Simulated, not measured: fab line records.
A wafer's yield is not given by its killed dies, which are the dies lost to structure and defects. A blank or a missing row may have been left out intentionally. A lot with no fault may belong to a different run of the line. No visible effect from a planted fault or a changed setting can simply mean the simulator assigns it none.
Lot-split experiment	flow n5 finfet	on a route of 1938 steps: 7 lots, 21 wafers read

== THE SPLIT ITSELF ==
At N5_BEOL_M5_COAT_74 (time 60 s, resist thk 5 nm), the setting spin rpm was moved away from the recipe's 1500 rpm on 4 of the 21 wafers read, by -9.8% to +11.2%. For the rest of the wafers, this setting stayed at what the recipe calls for.

== FROM THE SPLIT TO THE READING: what the file shows between them, 7 steps ==
- N5_BEOL_M5_COAT_22: resist thk 30 nm (also split here: spin rpm)
- N5_BEOL_M5_EBR_24
- N5_BEOL_M5_SOFTBAKE_23: time 60 s
- N5_BEOL_M5_EXPOSE_25: exposes mask V4, defocus 10 nm
- N5_BEOL_M5_PEB_26: peb time 60 s
- N5_BEOL_M5_DEVELOP_27: develop time 30 s
- N5_BEOL_M5_DESCUM_33: chemistry O2, time 7 s

== THE READING ==
etch.depth nm (the simulator's own value, which no gauge read), in nm, at N5_BEOL_M5_ETCH_75 (etches underlayer in N2/H2, target depth 6.5 nm, time 5.2 s). There is no usual value for it anywhere in the file. Here, 17 wafers ran the recipe; their average is 5.000 nm with a standard deviation of 0.015 nm.

wafer	tool, chamber at the split	spin rpm as run, rpm	against the recipe	etch.depth nm, nm	against lot-mates on the recipe
L074.1	litho track-04, 0	1500	recipe	4.989	-
L074.3	litho track-04, 0	1500	recipe	4.985	-
L074.4	litho track-04, 0	1500	recipe	4.988	-
L077.1	litho track-04, 0	1500	recipe	5.011	-
L077.2	litho track-04, 0	1500	recipe	4.991	-
L077.4	litho track-04, 0	1668	+11.2%	4.747	-0.254
L080.3	litho track-04, 0	1500	recipe	4.995	-
L080.4	litho track-04, 0	1500	recipe	5.001	-
L080.5	litho track-04, 0	1500	recipe	4.988	-
L085.2	litho track-05, 0	1500	recipe	5.025	-
L085.3	litho track-05, 0	1500	recipe	5.031	-
L085.4	litho track-05, 0	1500	recipe	5.033	-
L092.1	litho track-04, 0	1500	recipe	5.007	-
L092.2	litho track-04, 0	1500	recipe	4.986	-
L092.4	litho track-04, 0	1500	recipe	4.992	-
L093.1	litho track-02, 0	1500	recipe	4.997	-
L093.3	litho track-02, 0	1353	-9.8%	5.277	+0.280
L093.4	litho track-02, 0	1353	-9.8%	5.271	+0.274
L095.1	litho track-04, 0	1644	+9.6%	4.771	-0.220
L095.2	litho track-04, 0	1500	recipe	4.989	-
L095.5	litho track-04, 0	1500	recipe	4.993	-

FIT RESULTS
A straight line over all 21 wafers: etch.depth nm changes by -0.0254 nm for each +1% of spin rpm; r = -0.99; the points scatter about the line by 0.018 nm.
The same after taking each lot's own level away (the mean of its wafers on the recipe; 21 wafers): -0.0254 nm for each +1%; r = -0.99; scatter 0.013 nm.
On that fit, the largest move of spin rpm shifts the reading by 0.28 nm.
The span of the lots' own levels, 4.9873 to 5.0297 nm, comes to 2.8 times the standard deviation stated above.
The two slopes are in agreement: the lot-to-lot level therefore moves the slope only a little.
Check: for one of the wafers moved furthest among these (+11.2%), held out of the fit, the line's prediction against its lot-mates is -0.292 nm. Against them it came out at -0.254 nm.

== THESE WAFERS: OTHER SPLITS ==
Other splits were also applied to these wafers ahead of the reading. Each is held against what the fit with the lots' levels taken away leaves over:
other split on the same wafers	wafers away from the commonest value	r with etch.depth nm (lot level and that fit taken away)
N5_BEOL_M1_TRENCH_ETCH_37 time s	6	+0.33
N5_BEOL_M2_ALD_98 ald cycles	9	+0.18
N5_BEOL_M4_COAT_05 spin rpm	10	+0.38
N5_BEOL_M5_COAT_22 spin rpm	4	-0.05

== THE FILE'S OWN FIT ==
etch.depth nm changes by -0.0245 nm for each +1% of spin rpm, r = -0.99.
